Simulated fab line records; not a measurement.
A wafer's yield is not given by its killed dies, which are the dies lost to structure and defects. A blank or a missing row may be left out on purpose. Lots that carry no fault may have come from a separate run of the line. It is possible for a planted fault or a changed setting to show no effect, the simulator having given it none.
Comparing a struck lot with a sound one / flow n5-finfet / 15 steps out of a route of 1938
Sound: wafers L182.3, L182.4, L182.5. Wafers L192.2, L192.3, L192.5 were the ones struck. At the end, the cause is stated.
Each step with rows lists, per side, the tool, then ch with its chambers, then its first start. Under that, the readings that differ: sound wafers / struck wafers / difference of the means / sigmas: that difference in standard deviations of wafers without a fault.
alike: same words and numbers on both sides, and readings whose means sit less than 2 such deviations apart. not compared: any withheld reading, any reading some wafer has no value for, any bound like >300 that may hide the same value, and any number with overlapping values for which the record gives no deviation.
A row with sigmas, a row that says differs or no value, or rows on one side alone: a step with any of these is where the two part. Numbers that have no deviation but don't overlap get no sigmas and don't part them. Lack of a reading on every wafer of one side parts them only where that side has two or more wafers.

N5_BEOL_M3_SPUTTER_92: material Cu, target thk 4.5 nm, time 8.29 s.
  sound: pvd-sputter-03 at day 8 09:35; struck: pvd-sputter-02 at day 11 02:56
  alike: throttle-valve-pct
N5_BEOL_M3_ANNEAL_93: time 240 s.
  sound: pvd-sputter-03 at day 8 09:40; struck: pvd-sputter-02 at day 11 03:01
  alike: heater-power-w
then, 2 steps without rows for these wafers: N5_BEOL_M3_SPUTTER_94 (material Cu, target thk 4.5 nm, time 8.29 s); N5_BEOL_M3_ANNEAL_95 (time 240 s).
N5_BEOL_M3_SPUTTER_96: material Cu, target thk 4.5 nm, time 8.29 s.
  sound: pvd-sputter-03 at day 8 10:02; struck: pvd-sputter-02 at day 11 03:22
  alike: throttle-valve-pct
then, 2 steps without rows for these wafers: N5_BEOL_M3_ECD_50 (material Cu, target thk 300 nm); N5_BEOL_M3_ANNEAL_51 (time 90 s).
N5_BEOL_M3_CMP_52: polishes, stops on SiOC, t overpolish 6.8 s, target thk 40 nm.
  sound on cmp-03 ch 0,3, day 8 10:34; struck on cmp-02 ch 1,2,3, day 11 03:59
  alike: barrier-field-endpoint-s, head-pressure-psi, motor-current-A, overpolish-run-s, time-to-endpoint-s
N5_BEOL_M3_THK_MEAS_53: measures by xrf.
  sound: film-metro-02 at day 8 10:49; struck: film-metro-02 at day 11 04:14
  alike: M3_THK
N5_BEOL_M3_PRE_CLEAN_60: time 15 s.
  sound on cvd-co-02 ch 1,2, day 8 10:52; struck on cvd-co-02 ch 0,1, day 11 04:16
  alike: heater-power-w
then, 2 steps without rows for these wafers: N5_BEOL_M3_CO_CAP_55 (material Co, precursor CCTBA/H2, target thk 2 nm, time 102.1 s); N5_BEOL_M3_PRE_CLEAN_56 (time 15 s).
N5_BEOL_M3_DEP_57: deposits SiCN from 3MS/NH3, target thk 8 nm, time 14 s.
  sound on pecvd-03 ch 0,1,2, day 8 11:01; struck on pecvd-04 ch 0,1, day 11 04:26
  no value came back on the struck wafers for chamber-pressure-Torr (Torr), rf-fwd-power-W (W), showerhead-plenum-p-Torr (Torr), throttle-valve-pct (%); on the sound wafers chamber-pressure-Torr (Torr) reads 2.996 3.000 2.988
N5_BEOL_M4_RC_MEAS_101:
  the record has rows for the sound wafers here (prober-02 ch 0, day 8 18:31) and none for the struck ones
-- here the record skips 5 days between the struck wafers' starts before and after, leaving off in module BEOL_M4 and picking up in module PASSIVATION (first step shown: number 1936 of the route) --
N5_PASSIVATION_PROBE_49:
  sound: prober-01 at day 12 15:43; struck: prober-02 at day 15 19:31
reading=defect-limited-yield (%); sound=92.2 89.9 91.3; struck=0 0 0; difference=-91; sigmas=-65
reading=killed_at_M0_to_M3; sound=35 49 32; struck=1109 1105 1096; difference=+1065; sigmas=+99 or more
reading=killed-dies; sound=92 119 103; struck=1180 1180 1180; difference=+1075; sigmas=+67
reading=killed-on-rim; sound=9 20 16; struck=152 152 152; difference=+137; sigmas=+34
reading=sort_bin_5_function (%); sound=4.4 6.4 5.8; struck=96.5 96.4 96.5; difference=+90.9; sigmas=+99 or more
reading=sort-n-pass; sound=1088 1061 1077; struck=0 0 0; difference=-1075; sigmas=-67
reading=sort-yield-pct (%); sound=92.2 89.9 91.3; struck=0 0 0; difference=-91; sigmas=-65
  alike: killed_at_M4_up, killed-at-contacts, killed-at-front-end, killed-at-other, killed-open, killed-short, sort_bin_6_memory

WHERE THEY PART
Earliest at N5_BEOL_M3_DEP_57; latest, in this record, at N5_PASSIVATION_PROBE_49.

WHY: what had been put in by the simulator
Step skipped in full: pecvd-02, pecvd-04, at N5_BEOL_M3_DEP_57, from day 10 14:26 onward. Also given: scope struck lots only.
